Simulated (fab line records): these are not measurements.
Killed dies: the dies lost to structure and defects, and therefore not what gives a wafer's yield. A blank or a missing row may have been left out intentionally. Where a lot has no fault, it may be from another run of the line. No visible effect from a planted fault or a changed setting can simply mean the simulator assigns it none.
fab line records -- flow n5-finfet
record lots=7, wafers=21
route steps=1938 shown GATE_CUT@510 MOL_CONTACT_COAG@563 BEOL_M0_SAQP@636 BEOL_M0@715 BEOL_M1@770
start-h: start of the lot's first displayed wafer, in hours after the record's first day -- wait-h: hours from the lot's prior step to this one -- " as in the row above -- L1.1+2: several wafers, shown together as one row -- - either no value or no given start -- * or withheld: withheld -- < > ~ a bound
route shown NAME@n: NAME is a module with steps in the file, n the number in the route of the first one -- usual: mean/standard deviation of fault-free wafers -- same: alike in all rows -- chamber/n: place in a boat -- sites: readings site by site -- _std_site: their standard deviation -- _edge_site: inner sites' mean taken away from outer sites' mean -- radius-mm: for every site, how far away it sits from the centre of the wafer -- mask NAME#n: copy n -- behind: the most recent tool/chamber to have shaped the wafer -- hold: why the lot was held/for how many hours/how that ended -- device: transistor that didn't switch, given as n, p or np -- end of line: tests of these same wafers at the route's end -- a step without rows: its recipe alone -- killed: not the wafer's yield, but the dies lost to structure and defects at the first sort -- map: a wafer's dies, marking killed ones x, the rest . and places with no die _
set.NAME: the run value of the setting; set.NAME@STEP: its run value at that earlier step -- model.NAME: the simulator's own value behind a step, which no gauge read
lots where settings were altered on purpose, with a table for each step and a row for each wafer
## steps
# step N5_GATE_CUT_ALD_22
# recipe material=SiNx, target-thk-a=160, temp-c=400, ald-precursor-family=SiH2I2, ald-co-reactant=N2/H2-plasma, pulse-time-s=1, ald-cycles=320, purge-time-s=2, co-reactant-purge-time-s=2, pressure-torr=2
lot.wafer,tool,chamber,start-h,wait-h,set.ald-cycles,model.SiNx_of_GATE_CUT_ALD_22.thk-nm
L081.1,ald-sin-01,2,129.57,0.0,301,15
L081.3+6,ald-sin-01,"1,3",129.57,0.0,320,16
L082.1+4,ald-sin-04,"0,2",134.25,0.0,320,16
L082.5,ald-sin-04,3,134.25,0.0,320,15.8
L084.3+4,ald-sin-03,"2,3",147.75,0.0,320,16
L084.6,ald-sin-03,0,147.75,0.0,361,18
L085.1,ald-sin-01,1,154.74,0.0,320,16
L085.3,ald-sin-01,3,154.74,0.0,320,16.2
L085.5,ald-sin-01,0,154.74,0.0,297,14.8
L088.4,ald-sin-01,0,169.04,0.0,341,17
L088.5+6,ald-sin-01,"3,2",169.04,0.0,320,16
L096.1,ald-sin-01,2,218.94,0.0,320,15.8
L096.2,ald-sin-01,1,218.94,0.0,320,16
L096.4,ald-sin-01,0,218.94,0.0,341,17
L097.1,ald-sin-04,2,225.60,0.0,369,18.4
L097.4+5,ald-sin-04,"1,3",225.60,0.0,320,15.8
# step N5_GATE_CUT_CMP_23
# recipe stop-on=SiO2, t-overpolish-s=23.4, post-cmp-clean=alkaline-brush, down-force-psi=2.5, platen-rpm=51.8, pad-velocity-m-s=1.0307, target-thk-nm=16
lot.wafer,tool,chamber,start-h,wait-h,set.ald-cycles@GATE_CUT_ALD_22,model.SiNx_of_GATE_CUT_ALD_22.thk-nm
L081.3+6,cmp-01,"0,2",131.13,0.8,320,16
L081.1,cmp-01,1,131.13,0.8,301,15
L082.4+1,cmp-01,"1,3",135.74,0.8,320,16
L082.5,cmp-01,2,135.74,0.8,320,15.8
L084.4+3,cmp-03,"2,0",149.27,0.8,320,16
L084.6,cmp-03,1,149.27,0.8,361,15.4
L085.3,cmp-01,0,156.26,0.8,320,16.2
L085.1,cmp-01,2,156.26,0.8,320,16
L085.5,cmp-01,0,156.26,0.8,297,14.8
L088.4,cmp-03,3,170.64,0.9,341,16.4
L088.5+6,cmp-03,"0,1",170.64,0.9,320,16
L096.4,cmp-01,2,220.43,0.8,341,17
L096.2,cmp-01,3,220.43,0.8,320,16
L096.1,cmp-01,0,220.43,0.8,320,15.8
L097.4+5,cmp-03,"0,3",227.17,0.8,320,15.8
L097.1,cmp-03,1,227.17,0.8,369,15.4
# step N5_MOL_CONTACT_COAG_PECVD_31
# recipe material=SiO2, target-thk-a=460, temp-c=400, precursor=TEOS/O2, pressure-torr=6.5, rf-w=withheld, teos-flow-sccm=withheld, gas=O2, flow-sccm=2650, time-s=8.9
lot.wafer,tool,chamber,start-h,wait-h,set.temp-c,set.ald-cycles@GATE_CUT_ALD_22,model.SiO2_of_MOL_CONTACT_COAG_PECVD_31.thk-nm
L081.1,pecvd-01,0,143.34,0.3,400,301,45
L081.3,pecvd-01,1,143.34,0.3,400,320,45.6
L081.6,pecvd-01,2,143.34,0.3,400,320,46
L082.1+5,pecvd-03,2,148.71,0.3,400,320,45.6
L082.4,pecvd-03,0,148.71,0.3,400,320,45.4
L084.3,pecvd-01,2,162.32,0.3,417.9,320,40.2
L084.4,pecvd-01,1,162.32,0.3,417.9,320,40.8
L084.6,pecvd-01,2,162.32,0.3,417.9,361,40.4
L085.1,pecvd-04,2,168.47,0.3,387,320,49.4
L085.3,pecvd-04,0,168.47,0.3,387,320,49.2
L085.5,pecvd-04,2,168.47,0.3,387,297,50
L088.4,pecvd-04,1,183.93,0.0,417.4,341,41.8
L088.5,pecvd-04,0,183.93,0.0,400,320,46.4
L088.6,pecvd-04,2,183.93,0.0,400,320,46.6
L096.1,pecvd-01,1,230.78,0.3,400,320,46
L096.2,pecvd-01,0,230.78,0.3,400,320,45.6
L096.4,pecvd-01,2,230.78,0.3,400,341,46.4
L097.1,pecvd-03,1,237.81,0.3,400,369,45.4
L097.4+5,pecvd-03,"0,2",237.81,0.3,400,320,45.8
# step N5_MOL_CONTACT_COAG_COAT_76
# recipe resist=SiARC, temp-c=220, time-s=60, spin-rpm=1500, resist-thk-nm=10
lot.wafer,tool,chamber,start-h,wait-h,set.spin-rpm,model.SiARC_of_MOL_CONTACT_COAG_COAT_76.thk-nm
L081.1,litho-track-05,0,-,-,1500,10
L081.3+6,litho-track-05,0,-,-,1426,10.2
L082.1+4+5,litho-track-05,0,-,-,1500,10
L084.3+4+6,litho-track-02,0,-,-,1500,10
L085.1+3,litho-track-02,0,-,-,1564,9.8
L085.5,litho-track-02,0,-,-,1500,10
L088.4+6,litho-track-02,0,-,-,1500,10
L088.5,litho-track-02,0,-,-,1366,10.6
L096.1+4,litho-track-05,0,-,-,1500,10
L096.2,litho-track-05,0,-,-,1346,10.6
L097.1+4+5,litho-track-05,0,-,-,1500,10
# step N5_MOL_CONTACT_COAG_COAT_77
# recipe resist=underlayer, temp-c=205, time-s=60, spin-rpm=1500, resist-thk-nm=10
# step N5_MOL_CONTACT_COAG_COAT_78
# recipe resist=CAR-EUV, spin-rpm=1500, resist-thk-nm=40
# step N5_MOL_CONTACT_COAG_DESCUM_88
# recipe chemistry=O2, time-s=7, source-power-w=50, bias-power-w=20, pressure-mtorr=20, rf-frequency-hz=2.712e+07, temp-c=40, resist=CAR-EUV, o2-flow-sccm=225
# step N5_MOL_CONTACT_COAG_ETCH_89
# recipe chemistry=N2/H2, target=underlayer, target-depth-a=130, mask-material=CAR-EUV, time-s=10.4, ion-energy-ev=200, pressure-mtorr=30, source-w=840, bias-w=150, n2-flow-sccm=200, h2-flow-sccm=200, ends=cleared
# step N5_MOL_CONTACT_COAG_ETCH_90
# recipe chemistry=CF4, target=SiARC, target-depth-a=130, mask-material=CAR-EUV, time-s=21.7, ion-energy-ev=80, pressure-mtorr=40, source-w=545, bias-w=36, Ar_flow_sccm=100, cf4-flow-sccm=100, ends=cleared
lot.wafer,tool,chamber,start-h,wait-h,set.spin-rpm@MOL_CONTACT_COAG_COAT_76,model.etch.depth-nm
L081.1,rie-diel-06,2,143.85,0.0,1500,9.975
L081.3,rie-diel-06,0,143.85,0.0,1426,10.27
L081.6,rie-diel-06,0,143.85,0.0,1426,10.26
L082.1,rie-diel-01,2,149.84,0.0,1500,9.986
L082.4,rie-diel-01,0,149.84,0.0,1500,10
L082.5,rie-diel-01,2,149.84,0.0,1500,9.996
L084.3,rie-diel-06,0,162.85,0.0,1500,10.01
L084.4+6,rie-diel-06,"3,2",162.85,0.0,1500,10.04
L085.1,rie-diel-06,2,169.10,0.0,1564,9.857
L085.3,rie-diel-06,1,169.10,0.0,1564,9.837
L085.5,rie-diel-06,3,169.10,0.0,1500,10.06
L088.4+6,rie-diel-06,"0,3",184.43,0.0,1500,10.04
L088.5,rie-diel-06,0,184.43,0.0,1366,10.52
L096.1,rie-diel-03,1,231.30,0.0,1500,9.975
L096.2,rie-diel-03,2,231.30,0.0,1346,10.56
L096.4,rie-diel-03,3,231.30,0.0,1500,10.02
L097.1+4,rie-diel-03,"0,3",238.58,0.0,1500,10.02
L097.5,rie-diel-03,0,238.58,0.0,1500,10.01
# step N5_MOL_CONTACT_COAG_ALD_131
# recipe material=SiO2, target-thk-a=50, temp-c=100, ald-precursor-family=BDEAS, ald-co-reactant=O2-plasma, pulse-time-s=1, co-reactant-pulse-time-s=1, purge-time-s=2, co-reactant-purge-time-s=2, ald-cycles=35, pressure-torr=2
# step N5_MOL_CONTACT_COAG_ETCHBACK_132
# recipe chemistry=CHF3, target=SiO2, target-depth-a=100, time-s=6.7, ion-energy-ev=200, pressure-mtorr=30, source-w=610, bias-w=170, Ar_flow_sccm=200, CHF3_flow_sccm=50
# step N5_MOL_CONTACT_COAG_ETCH_91
# recipe chemistry=N2/H2, target=SOC, target-depth-a=600, overetch-a=210, mask-material=SiARC, temp-c=40, time-s=101.2, ion-energy-ev=200, pressure-mtorr=30, source-w=840, bias-w=150, n2-flow-sccm=200, h2-flow-sccm=200
lot.wafer,tool,chamber,start-h,wait-h,set.spin-rpm@MOL_CONTACT_COAG_COAT_76,model.SiARC_of_MOL_CONTACT_COAG_COAT_76.thk-nm
L081.1,rie-diel-01,0,144.18,0.0,1500,5.8
L081.3+6,rie-diel-01,1,144.18,0.0,1426,6
L082.1+4,rie-diel-06,"0,2",150.13,0.0,1500,5.8
L082.5,rie-diel-06,1,150.13,0.0,1500,5.6
L084.3,rie-diel-03,1,163.14,0.0,1500,6
L084.4+6,rie-diel-03,"0,2",163.14,0.0,1500,5.8
L085.1+3,rie-diel-03,"3,1",169.50,0.0,1564,5.8
L085.5,rie-diel-03,2,169.50,0.0,1500,5.8
L088.4+6,rie-diel-03,"1,3",185.05,0.0,1500,6
L088.5,rie-diel-03,0,185.05,0.0,1366,6.4
L096.1+4,rie-diel-01,"3,1",231.59,0.0,1500,5.8
L096.2,rie-diel-01,2,231.59,0.0,1346,6.4
L097.1,rie-diel-03,2,238.93,0.0,1500,5.8
L097.4+5,rie-diel-03,"0,1",238.93,0.0,1500,6
# step N5_MOL_CONTACT_COAG_CVD_140
# recipe material=W, target-thk-a=665, mode=selective-fill, temp-c=300, time-s=215
lot.wafer,tool,chamber,start-h,wait-h,set.target-thk-a,model.W_of_MOL_CONTACT_COAG_CVD_140.thk-nm
L081.1,cvd-w-02,1,147.26,0.1,665,65.6
L081.3,cvd-w-02,1,147.26,0.1,594,59.4
L081.6,cvd-w-02,0,147.26,0.1,665,65.4
L082.1+4,cvd-w-01,0,152.23,0.1,665,65.6
L082.5,cvd-w-01,0,152.23,0.1,665,66.2
L084.3+4,cvd-w-01,"1,0",165.08,0.1,665,66
L084.6,cvd-w-01,0,165.08,0.1,665,65.6
L085.1,cvd-w-01,0,172.10,0.1,665,66.6
L085.3,cvd-w-01,0,172.10,0.1,706.5,69.8
L085.5,cvd-w-01,0,172.10,0.1,665,67
L088.4,cvd-w-02,1,188.04,0.1,719.8,72.4
L088.5,cvd-w-02,0,188.04,0.1,719.8,72.6
L088.6,cvd-w-02,1,188.04,0.1,665,67.2
L096.1,cvd-w-02,1,233.72,0.1,665,68.6
L096.2,cvd-w-02,0,233.72,0.1,665,68
L096.4,cvd-w-02,0,233.72,0.1,624.1,63
L097.1+5,cvd-w-02,0,240.89,0.1,624.6,63.2
L097.4,cvd-w-02,0,240.89,0.1,665,67.6
# step N5_BEOL_M0_SAQP_PECVD_96
# recipe material=a-Si, target-thk-a=450, temp-c=350, precursor=SiH4/He, pressure-torr=3, rf-w=100, time-s=45.2
lot.wafer,tool,chamber,start-h,wait-h,set.time-s,model.a-Si_of_BEOL_M0_SAQP_PECVD_96.thk-nm
L081.1,pecvd-01,1,151.81,0.0,50.1,49.8
L081.3+6,pecvd-01,2,151.81,0.0,45.2,45.2
L082.1,pecvd-04,2,157.55,0.0,45.2,44
L082.4,pecvd-04,0,157.55,0.0,45.2,45
L082.5,pecvd-04,1,157.55,0.0,45.2,44.8
L084.3,pecvd-01,2,170.03,0.0,45.2,44.2
L084.4,pecvd-01,1,170.03,0.0,45.2,44.8
L084.6,pecvd-01,0,170.03,0.0,39.74,39.2
L085.1,pecvd-04,1,176.83,0.0,39.75,38.6
L085.3,pecvd-04,0,176.83,0.0,45.2,44.4
L085.5,pecvd-04,1,176.83,0.0,45.2,45.2
L088.4+6,pecvd-02,"0,2",192.24,0.0,45.2,45.4
L088.5,pecvd-02,1,192.24,0.0,48.03,47.8
L096.1,pecvd-01,1,239.06,0.0,45.2,44.8
L096.2,pecvd-01,2,239.06,0.0,45.2,45
L096.4,pecvd-01,0,239.06,0.0,45.2,45.8
L097.1,pecvd-02,0,247.05,0.0,45.2,44.8
L097.4,pecvd-02,2,247.05,0.0,45.2,45.4
L097.5,pecvd-02,0,247.05,0.0,41.66,42
# step N5_BEOL_M0_SAQP_PECVD_97
# recipe material=SiNx, target-thk-a=230, temp-c=350, precursor=SiH4/NH3/N2, pressure-torr=1.5, rf-w=300, time-s=19.9
# step N5_BEOL_M0_SAQP_PECVD_04
# recipe material=a-Si, target-thk-a=600, temp-c=350, precursor=SiH4/He, pressure-torr=3, rf-w=100, time-s=60.2
# step N5_BEOL_M0_SAQP_ETCH_101
# recipe chemistry=CH3F/O2, target=SiNx, mask-material=SiO2, target-depth-a=299, time-s=42.7, pressure-mtorr=30, source-w=395, bias-w=73, Ar_flow_sccm=150, CH3F_flow_sccm=30, O2_flow_sccm=20, ion-energy-ev=120
# step N5_BEOL_M0_SAQP_ETCH_102
# recipe chemistry=CF4, target=SiO2, target-depth-a=40, ion-energy-ev=350, time-s=4.4, pressure-mtorr=10, icp-w=800, bias-w=400, cf4-flow-sccm=80
# step N5_BEOL_M0_SAQP_MANDREL_ETCH_103
# recipe chemistry=HBr/Cl2, target=a-Si, target-depth-a=450, bt-time-s=10, stop-on=SiCN, mask-material=SiO2, over-etch-frac=0.8, time-s=27, pressure-mtorr=10, icp-w=800, bias-w=75, HBr_flow_sccm=150, Cl2_flow_sccm=80, ends=end-point
# usual oes-product-au=0.676/0.011
lot.wafer,tool,chamber,start-h,wait-h,set.time-s@BEOL_M0_SAQP_PECVD_96,oes-product-au,model.etch.depth-nm
L081.1,rie-si-04,1,155.10,0.0,50.1,0.728,49.7
L081.3,rie-si-04,0,155.10,0.0,45.2,0.674,45.19
L081.6,rie-si-04,0,155.10,0.0,45.2,0.679,45.21
L082.1,rie-si-04,2,160.06,0.0,45.2,0.657,44.08
L082.4,rie-si-04,2,160.06,0.0,45.2,0.665,44.97
L082.5,rie-si-04,1,160.06,0.0,45.2,0.687,44.81
L084.3,rie-si-06,2,172.57,0.0,45.2,0.656,44.11
L084.4,rie-si-06,0,172.57,0.0,45.2,0.662,44.87
L084.6,rie-si-06,1,172.57,0.0,39.74,0.626,39.2
L085.1,rie-si-06,2,179.43,0.0,39.75,0.618,38.55
L085.3,rie-si-06,3,179.43,0.0,45.2,0.684,44.34
L085.5,rie-si-06,0,179.43,0.0,45.2,0.662,45.13
L088.4,rie-si-04,3,194.71,0.0,45.2,0.691,45.34
L088.5,rie-si-04,1,194.71,0.0,48.03,0.716,47.74
L088.6,rie-si-04,2,194.71,0.0,45.2,0.672,45.35
L096.1,rie-si-06,0,241.56,0.0,45.2,0.678,44.77
L096.2,rie-si-06,2,241.56,0.0,45.2,0.668,45.1
L096.4,rie-si-06,1,241.56,0.0,45.2,0.691,45.72
L097.1,rie-si-04,2,250.71,0.0,45.2,0.664,44.84
L097.4,rie-si-04,1,250.71,0.0,45.2,0.692,45.48
L097.5,rie-si-04,2,250.71,0.0,41.66,0.634,41.96
# step N5_BEOL_M0_ETCH_138
# recipe chemistry=CH3F/O2, target-depth-a=120, target=SiCN, time-s=31.6, ion-energy-ev=120, pressure-mtorr=30, source-w=395, bias-w=75, Ar_flow_sccm=150, CH3F_flow_sccm=30, O2_flow_sccm=20, ends=cleared
# usual etch-rf-on-time-s=29.2/0.75, rf-vpp-V=297.6/1.5
lot.wafer,tool,chamber,start-h,wait-h,set.source-w,etch-rf-on-time-s,rf-vpp-V
L081.1,rie-diel-03,0,158.70,0.0,431,28.7,289.3
L081.3,rie-diel-03,2,158.70,0.0,395,30.6,299.6
L081.6,rie-diel-03,0,158.70,0.0,431,29.2,291.1
L082.1,rie-diel-01,2,164.50,0.0,395,29.7,298.4
L082.4,rie-diel-01,0,164.50,0.0,395,30.2,296.8
L082.5,rie-diel-01,2,164.50,0.0,395,30.5,297.4
L084.3,rie-diel-03,3,177.51,0.0,395,30.7,295.6
L084.4,rie-diel-03,0,177.51,0.0,395,30.4,298.9
L084.6,rie-diel-03,0,177.51,0.0,395,30.0,298.1
L085.1,rie-diel-06,3,183.44,0.0,395,27.5,297.9
L085.3,rie-diel-06,1,183.44,0.0,337.2,29.9,312.5
L085.5,rie-diel-06,0,183.44,0.0,337.2,30.5,311.9
L088.4,rie-diel-06,0,198.58,0.0,395,29.8,298.4
L088.5,rie-diel-06,0,198.58,0.0,395,29.6,296.9
L088.6,rie-diel-06,1,198.58,0.0,395,29.0,295.2
L096.1,rie-diel-06,0,245.37,0.0,395,29.1,297.0
L096.2,rie-diel-06,1,245.37,0.0,395,27.8,296.0
L096.4,rie-diel-06,3,245.37,0.0,364.2,28.9,305.5
L097.1,rie-diel-03,1,255.65,0.0,395,28.8,299.1
L097.4,rie-diel-03,2,255.65,0.0,332,31.3,316.4
L097.5,rie-diel-03,0,255.65,0.0,395,29.5,298.5
# step N5_BEOL_M0_ETCH_109
# recipe chemistry=CH3F/O2, target-depth-a=80, overetch-a=24, target=SiCN, time-s=27.4, ion-energy-ev=120, pressure-mtorr=30, source-w=395, bias-w=75, Ar_flow_sccm=150, CH3F_flow_sccm=30, O2_flow_sccm=20
# usual rf-vpp-V=297.5/1.5
lot.wafer,tool,chamber,start-h,wait-h,set.bias-w,rf-vpp-V
L081.1,rie-diel-03,2,161.40,0.0,75,299.6
L081.3,rie-diel-03,1,161.40,0.0,75,302.0
L081.6,rie-diel-03,0,161.40,0.0,68.34,283.0
L082.1,rie-diel-03,3,166.75,0.0,75,295.1
L082.4,rie-diel-03,2,166.75,0.0,75,299.0
L082.5,rie-diel-03,0,166.75,0.0,75,300.1
L084.3,rie-diel-03,1,180.32,0.1,75,298.2
L084.4,rie-diel-03,0,180.32,0.1,61.57,261.7
L084.6,rie-diel-03,0,180.32,0.1,61.57,263.8
L085.1,rie-diel-03,2,187.13,0.0,75,299.1
L085.3,rie-diel-03,1,187.13,0.0,62.5,268.0
L085.5,rie-diel-03,0,187.13,0.0,75,298.2
L088.4,rie-diel-03,0,200.47,0.0,87.51,328.7
L088.5,rie-diel-03,3,200.47,0.0,75,294.5
L088.6,rie-diel-03,0,200.47,0.0,75,300.2
L096.1,rie-diel-01,0,250.74,0.0,69.55,281.8
L096.2,rie-diel-01,3,250.74,0.0,75,297.8
L096.4,rie-diel-01,2,250.74,0.0,75,298.1
L097.1,rie-diel-06,2,256.87,0.0,75,296.1
L097.4,rie-diel-06,3,256.87,0.0,75,298.7
L097.5,rie-diel-06,0,256.87,0.0,75,296.3
# step N5_BEOL_M1_ETCH_64
# recipe chemistry=N2/H2, target=SOC, target-depth-a=750, overetch-a=150, mask-material=SiARC, temp-c=40, time-s=112.5, ion-energy-ev=200, pressure-mtorr=30, source-w=840, bias-w=150, n2-flow-sccm=200, h2-flow-sccm=200
# usual rf-vpp-V=523.4/2.2
lot.wafer,tool,chamber,start-h,wait-h,set.source-w,rf-vpp-V
L081.1,rie-diel-04,1,166.97,0.0,700.8,553.3
L081.3,rie-diel-04,0,166.97,0.0,700.8,556.4
L081.6,rie-diel-04,1,166.97,0.0,700.8,553.7
L082.1,rie-diel-05,1,172.59,0.0,840,523.4
L082.4,rie-diel-05,2,172.59,0.0,840,522.8
L082.5,rie-diel-05,3,172.59,0.0,840,523.6
L084.3,rie-diel-04,0,187.46,0.0,840,523.9
L084.4,rie-diel-04,1,187.46,0.0,975.9,494.5
L084.6,rie-diel-04,3,187.46,0.0,840,520.4
L085.1,rie-diel-02,1,193.16,0.0,791.1,539.0
L085.3,rie-diel-02,2,193.16,0.0,840,524.9
L085.5,rie-diel-02,2,193.16,0.0,791.1,534.4
L088.4,rie-diel-04,1,209.25,0.0,730.5,545.6
L088.5,rie-diel-04,1,209.25,0.0,730.5,546.2
L088.6,rie-diel-04,2,209.25,0.0,730.5,550.7
L096.1,rie-diel-05,0,256.97,0.0,703.3,556.4
L096.2,rie-diel-05,1,256.97,0.0,703.3,555.1
L096.4,rie-diel-05,3,256.97,0.0,703.3,556.2
L097.1,rie-diel-02,2,265.04,0.0,840,521.7
L097.4,rie-diel-02,1,265.04,0.0,840,527.5
L097.5,rie-diel-02,0,265.04,0.0,840,521.9
# step N5_BEOL_M1_ETCH_70
# recipe chemistry=N2/H2, target=SOC, target-depth-a=800, overetch-a=160, mask-material=SiARC, temp-c=40, time-s=120, ion-energy-ev=200, pressure-mtorr=30, source-w=840, bias-w=150, n2-flow-sccm=200, h2-flow-sccm=200
lot.wafer,tool,chamber,start-h,wait-h,set.time-s,model.SiARC_of_BEOL_M1_COAT_68.thk-nm
L081.1,rie-diel-05,3,181.52,0.0,101,7.2
L081.3,rie-diel-05,2,181.52,0.0,101,7.4
L081.6,rie-diel-05,0,181.52,0.0,120,6.2
L082.1+5,rie-diel-05,0,202.10,0.0,120,6.4
L082.4,rie-diel-05,3,202.10,0.0,120,6.6
L084.3+4+6,rie-diel-04,"0,3,1",203.63,0.0,120,6.4
L085.1+5,rie-diel-05,"3,0",203.84,0.0,108.1,7
L085.3,rie-diel-05,1,203.84,0.0,120,6.2
L088.4,rie-diel-02,0,226.12,0.0,130.9,6
L088.5,rie-diel-02,1,226.12,0.0,120,6.2
L088.6,rie-diel-02,2,226.12,0.0,130.9,5.8
L096.1,rie-diel-02,3,259.58,0.0,120,6.4
L096.2,rie-diel-02,0,259.58,0.0,128.1,6
L096.4,rie-diel-02,2,259.58,0.0,120,6.2
L097.1+4,rie-diel-02,0,267.91,0.0,120,6.6
L097.5,rie-diel-02,2,267.91,0.0,120,6.4
# step N5_BEOL_M1_TRENCH_ETCH_37
# recipe chemistry=C4F6/O2, target-depth-a=552.07, target=SiOC, time-s=29, ion-energy-ev=250, pressure-mtorr=30, source-w=355, bias-w=185, Ar_flow_sccm=300, C4F6_flow_sccm=10, O2_flow_sccm=10
lot.wafer,tool,chamber,start-h,wait-h,set.time-s,model.BEOL_M1.feature-depth-nm,model.etch.depth-nm
L081.1,rie-diel-05,3,-,-,32.57,60.4,60.42
L081.3,rie-diel-05,2,-,-,29,54,54.08
L081.6,rie-diel-05,0,-,-,32.57,61.6,61.5
L082.1,rie-diel-05,0,-,-,29,53.6,53.67
L082.4,rie-diel-05,3,-,-,29,53,53.04
L082.5,rie-diel-05,0,-,-,29,54,54.1
L084.3,rie-diel-04,0,-,-,29,54.2,54.28
L084.4,rie-diel-04,3,-,-,32.63,61.8,61.83
L084.6,rie-diel-04,1,-,-,29,55.2,55.11
L085.1,rie-diel-05,3,-,-,29,54,54.02
L085.3,rie-diel-05,1,-,-,25.2,48.4,48.49
L085.5,rie-diel-05,0,-,-,25.2,47.8,47.79
L088.4,rie-diel-02,0,-,-,24.65,46,46.01
L088.5,rie-diel-02,1,-,-,24.65,46.8,46.84
L088.6,rie-diel-02,2,-,-,29,55.2,55.11
L096.1,rie-diel-02,3,-,-,29,55,55.01
L096.2,rie-diel-02,0,-,-,29,54.4,54.35
L096.4,rie-diel-02,2,-,-,29,55.4,55.37
L097.1,rie-diel-02,0,-,-,29,54.2,54.22
L097.4,rie-diel-02,0,-,-,29,53.6,53.58
L097.5,rie-diel-02,2,-,-,29,54.8,54.8
# step N5_BEOL_M1_ETCH_41
# recipe chemistry=CH3F/O2, target=SiCN, target-depth-a=319, taper-deg=2, time-s=57.8, ion-energy-ev=120, mask-material=TiN, pressure-mtorr=30, source-w=395, bias-w=75, Ar_flow_sccm=150, CH3F_flow_sccm=30, O2_flow_sccm=20
# step N5_BEOL_M1_STRIP_97
# recipe chemistry=N2/H2, time-s=10, power-w=450, temp-c=40, pressure-mtorr=20, rf-frequency-hz=6e+07, bias-power-w=7, n2-flow-sccm=200, h2-flow-sccm=200
# step N5_BEOL_M1_OCD_MEAS_38
# usual trench-depth-nm=55.0/0.75
lot.wafer,tool,chamber,start-h,wait-h,set.time-s@BEOL_M1_TRENCH_ETCH_37,trench-depth-nm
L081.1,ocd-01,-,181.88,-,32.57,60.3
L081.3,ocd-01,-,181.88,-,29,54.2
L081.6,ocd-01,-,181.88,-,32.57,61.6
L082.1,ocd-02,-,202.46,-,29,53.7
L082.4,ocd-02,-,202.46,-,29,53.2
L082.5,ocd-02,-,202.46,-,29,54.2
L084.3,ocd-02,-,203.99,-,29,53.6
L084.4,ocd-02,-,203.99,-,32.63,61.6
L084.6,ocd-02,-,203.99,-,29,55.0
L085.1,ocd-02,-,204.19,-,29,53.6
L085.3,ocd-02,-,204.19,-,25.2,48.6
L085.5,ocd-02,-,204.19,-,25.2,47.6
L088.4,ocd-01,-,226.48,-,24.65,46.0
L088.5,ocd-01,-,226.48,-,24.65,46.7
L088.6,ocd-01,-,226.48,-,29,54.5
L096.1,ocd-01,-,259.93,-,29,54.9
L096.2,ocd-01,-,259.93,-,29,54.4
L096.4,ocd-01,-,259.93,-,29,55.5
L097.1,ocd-01,-,268.27,-,29,53.9
L097.4,ocd-01,-,268.27,-,29,54.2
L097.5,ocd-01,-,268.27,-,29,55.1
## key
split step=N5_GATE_CUT_ALD_22, setting=ald-cycles, stated=320, by=wafer
response step=N5_GATE_CUT_ALD_22, reading=model.SiNx_of_GATE_CUT_ALD_22.thk-nm, change=+0.165, per=1%, r=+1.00
response step=N5_GATE_CUT_CMP_23, reading=model.SiNx_of_GATE_CUT_ALD_22.thk-nm, shape=bent, at-lowest=14.8, at-stated=15.96, at-highest=15.4
response step=N5_MOL_CONTACT_COAG_PECVD_31, reading=model.SiO2_of_MOL_CONTACT_COAG_PECVD_31.thk-nm, shape=bent, at-lowest=50, at-stated=45.6, at-highest=45.4
split step=N5_MOL_CONTACT_COAG_PECVD_31, setting=temp-c, stated=400, by=wafer
response none clear
split step=N5_MOL_CONTACT_COAG_COAT_76, setting=spin-rpm, stated=1500, by=wafer
response step=N5_MOL_CONTACT_COAG_COAT_76, reading=model.SiARC_of_MOL_CONTACT_COAG_COAT_76.thk-nm, change=-0.0587, per=1%, r=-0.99
response step=N5_MOL_CONTACT_COAG_ETCH_90, reading=model.etch.depth-nm, change=-0.0543, per=1%, r=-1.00
response step=N5_MOL_CONTACT_COAG_ETCH_91, reading=model.SiARC_of_MOL_CONTACT_COAG_COAT_76.thk-nm, change=-0.0471, per=1%, r=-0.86
split step=N5_MOL_CONTACT_COAG_CVD_140, setting=target-thk-a, stated=665, by=wafer
response step=N5_MOL_CONTACT_COAG_CVD_140, reading=model.W_of_MOL_CONTACT_COAG_CVD_140.thk-nm, change=+0.632, per=1%, r=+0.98
split step=N5_BEOL_M0_SAQP_PECVD_96, setting=time-s, stated=45.2, by=wafer
response step=N5_BEOL_M0_SAQP_PECVD_96, reading=model.a-Si_of_BEOL_M0_SAQP_PECVD_96.thk-nm, change=+0.448, per=1%, r=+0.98
response step=N5_BEOL_M0_SAQP_MANDREL_ETCH_103, reading=oes-product-au, change=+0.0043, per=1%, r=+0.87
response step=N5_BEOL_M0_SAQP_MANDREL_ETCH_103, reading=model.etch.depth-nm, change=+0.446, per=1%, r=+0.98
split step=N5_BEOL_M0_ETCH_138, setting=source-w, stated=395, by=wafer
response step=N5_BEOL_M0_ETCH_138, reading=etch-rf-on-time-s, change=*, per=1%, r=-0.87
response step=N5_BEOL_M0_ETCH_138, reading=rf-vpp-V, change=-1.05, per=1%, r=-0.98
split step=N5_BEOL_M0_ETCH_109, setting=bias-w, stated=75, by=wafer
response step=N5_BEOL_M0_ETCH_109, reading=rf-vpp-V, change=+1.93, per=1%, r=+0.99
split step=N5_BEOL_M1_ETCH_64, setting=source-w, stated=840, by=wafer
response step=N5_BEOL_M1_ETCH_64, reading=rf-vpp-V, change=-1.75, per=1%, r=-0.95
split step=N5_BEOL_M1_ETCH_70, setting=time-s, stated=120, by=wafer
response step=N5_BEOL_M1_ETCH_70, reading=model.SiARC_of_BEOL_M1_COAT_68.thk-nm, change=-0.0631, per=1%, r=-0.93
split step=N5_BEOL_M1_TRENCH_ETCH_37, setting=time-s, stated=29, by=wafer
response step=N5_BEOL_M1_TRENCH_ETCH_37, reading=model.BEOL_M1.feature-depth-nm, change=+0.545, per=1%, r=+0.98
response step=N5_BEOL_M1_TRENCH_ETCH_37, reading=model.etch.depth-nm, change=+0.541, per=1%, r=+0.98
response step=N5_BEOL_M1_OCD_MEAS_38, reading=trench-depth-nm, change=+0.523, per=1%, r=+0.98
